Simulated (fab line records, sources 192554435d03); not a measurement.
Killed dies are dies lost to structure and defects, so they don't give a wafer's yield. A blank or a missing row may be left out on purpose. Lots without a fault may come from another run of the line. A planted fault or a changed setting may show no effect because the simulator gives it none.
Chamber matching | flow n5_finfet | N5_BEOL_M0_CUTY_ETCH_63 on rie_diel-06: 4 sister chambers
The step etches SOC in N2/H2, target depth 82.7 nm, overetch 16.5 nm, time 124 s. 18 wafers are shown with their chamber, then 9 later ones without.

WAFERS WITH THEIR CHAMBER
wafer  | chamber | drypump_motor_current_A (A) | throttle_valve_pct (%) | showerhead_plenum_p_Torr (Torr)
L077.1 | 2       | 5.3                         | 17.55                  | 2.59
L077.2 | 1       | 5.7                         | 18.15                  | 2.40
L077.4 | 2       | 5.3                         | 17.55                  | 2.59
L078.4 | 2       | 5.3                         | 17.53                  | 2.59
L078.5 | 1       | 5.7                         | 18.16                  | 2.40
L078.6 | 0       | 6.1                         | 18.08                  | 2.42
L081.2 | 1       | 5.7                         | 18.18                  | 2.40
L081.4 | 0       | 6.0                         | 18.09                  | 2.42
L081.5 | 0       | 6.0                         | 18.09                  | 2.42
L082.1 | 2       | 5.3                         | 17.56                  | 2.59
L082.4 | 3       | 6.0                         | 17.62                  | 2.55
L082.6 | 3       | 6.0                         | 17.63                  | 2.55
L083.2 | 3       | 6.0                         | 17.63                  | 2.55
L083.5 | 3       | 6.0                         | 17.62                  | 2.55
L083.6 | 0       | 6.1                         | 18.08                  | 2.42
L089.2 | 1       | 5.7                         | 17.74                  | 2.71
L089.4 | 3       | 6.0                         | 17.66                  | 2.54
L089.6 | 3       | 6.0                         | 17.64                  | 2.54

SIGNATURES (means of the wafers above)
reading                  | chamber 0 | chamber 1 | chamber 2 | chamber 3 | scatter within a chamber
drypump_motor_current_A  | 6.050     | 5.700     | 5.300     | 6.000     | 0.0267
throttle_valve_pct       | 18.0850   | 18.0575   | 17.5475   | 17.6333   | 0.0988
showerhead_plenum_p_Torr | 2.4200    | 2.4775    | 2.5900    | 2.5467    | 0.0718
Rule: a wafer's distance from a chamber is the root of the sum, over the readings, of the square of ((its reading less the chamber's mean) divided by the reading's scatter). The wafer belongs to the nearest chamber; if the next one is less than 2 further off, it can't be placed. The scatter: the root of (the sum of the squares of (reading less its chamber's mean) over the shown wafers, divided by (wafers less chambers)).

WAFERS WITHOUT THEIR CHAMBER
wafer  | drypump_motor_current_A (A) | throttle_valve_pct (%) | showerhead_plenum_p_Torr (Torr)
L092.2 | 5.3                         | 17.61                  | 2.58
L092.3 | 6.0                         | 17.65                  | 2.54
L092.4 | 5.7                         | 17.75                  | 2.71
L093.1 | 6.0                         | 18.14                  | 2.41
L093.3 | 6.0                         | 17.64                  | 2.54
L093.4 | 5.3                         | 17.60                  | 2.58
L096.1 | 5.3                         | 17.61                  | 2.58
L096.4 | 6.0                         | 17.67                  | 2.54
L096.6 | 5.3                         | 17.62                  | 2.58

WHICH CHAMBER EACH WENT THROUGH
wafer  | from the rows above | in truth
L092.2 | 2                   | 2
L092.3 | 3                   | 3
L092.4 | 1                   | 1
L093.1 | 0                   | 0
L093.3 | 3                   | 3
L093.4 | 2                   | 2
L096.1 | 2                   | 2
L096.4 | 3                   | 3
L096.6 | 2                   | 2
Placed correctly: 9 of 9. Can't be placed from these rows: 0. Placed wrongly: 0.
